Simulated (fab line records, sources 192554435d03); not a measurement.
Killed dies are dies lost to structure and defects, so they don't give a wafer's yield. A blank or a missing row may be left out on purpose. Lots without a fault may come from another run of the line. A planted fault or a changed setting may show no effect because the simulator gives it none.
One fault seen from 2 desks | flow n5_finfet | each desk has only its own numbers; what lay behind them comes last

THE TOOL OWNER'S DESK: arfi_scanner-02
The tool's own readings at N5_SD_EPI_P_EXPOSE_06 (exposes mask SD P BLK, target cd 240 nm): means of the sampled wafers that have a number, for each lot that ran on this tool. A lot is out of limits, marked OUT, if its mean lies more than 4 standard deviations from the usual mean; the brackets give that distance.
Columns: A = focus_offset_nm at N5_SD_EPI_P_EXPOSE_06, usual -0.1 nm; B = reticle_temp_C at N5_SD_EPI_P_EXPOSE_06, usual 22.98 C
lot  | first seen here | A    | B
L972 | day 3 06:18     | -0.1 | 22.94
L974 | day 3 18:03     | 0.4  | 22.82
L990 | day 8 00:04     | -0.2 | 22.85
L991 | day 8 04:10     | -0.5 | 23.12
This desk's finding: nothing out of limits on any of the 4 lots.

THE METROLOGY DESK
What the gauges read, lot by lot, whatever tool the lot ran on: means of the sampled wafers that have a number. A lot is out of limits, marked OUT, if its mean lies more than 4 standard deviations from the usual mean; the brackets give that distance. Of its 11 readings 7 are shown: the one that was out of limits first, and those that lie furthest out on some lot.
Columns: A = SD_P_BLK_OVL at N5_SD_EPI_P_OVL_MEAS_10, usual -0.3 nm; B = IOFF_P at N5_BEOL_M4_RC_MEAS_101, usual 0.22 nA/um; C = ION_P at N5_BEOL_M4_RC_MEAS_101, usual 463 uA/um; D = SS_N at N5_BEOL_M4_RC_MEAS_101, usual 71.4 mV/dec; E = SS_P at N5_BEOL_M4_RC_MEAS_101, usual 73.2 mV/dec; F = VT_N at N5_BEOL_M4_RC_MEAS_101, usual 250 mV; G = VT_P at N5_BEOL_M4_RC_MEAS_101, usual -250 mV
lot  | first seen here | A              | B    | C   | D    | E    | F   | G
L972 | day 3 06:26     | -0.7           | 0.17 | 449 | 71.4 | 72.9 | 252 | -255
L974 | day 3 18:13     | 0.8            | 0.23 | 465 | 71.7 | 73.6 | 249 | -250
L983 | day 6 01:18     | -0.2           | 0.25 | 473 | 71.8 | 73.3 | 249 | -245
L990 | day 8 00:13     | 53.7 (+64) OUT | 0.23 | 467 | 71.2 | 73.0 | 250 | -246
L991 | day 8 04:19     | 52.0 (+62) OUT | 0.18 | 454 | 71.7 | 73.2 | 250 | -252
L993 | day 8 14:29     | -0.7           | 0.20 | 458 | 71.4 | 73.1 | 252 | -249
L994 | day 8 19:43     | -0.6           | 0.19 | 465 | 70.5 | 72.3 | 254 | -251
L995 | day 9 01:53     | 0.1            | 0.22 | 468 | 72.0 | 73.1 | 249 | -248
This desk's finding: out of limits on L990, L991; first on L990, day 8 00:13 (SD_P_BLK_OVL at N5_SD_EPI_P_OVL_MEAS_10). In limits: L972, L974, L983, L993, L994, L995.

PUT TOGETHER
The metrology desk could have raised an alarm at day 8 00:13, on L990, L991.
The tool owner's desk saw nothing out of limits.
The tool owner's desk has L990, L991 on record, within its limits.
Of the lots named, all ran N5_SD_EPI_P_EXPOSE_06 on arfi_scanner-02.

WHAT THE SIMULATOR HAD PUT IN
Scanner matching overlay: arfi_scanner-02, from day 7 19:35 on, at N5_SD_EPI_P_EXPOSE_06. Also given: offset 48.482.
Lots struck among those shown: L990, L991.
Hours from the fault's start to each desk's first reading out of limits: the metrology desk, 5.
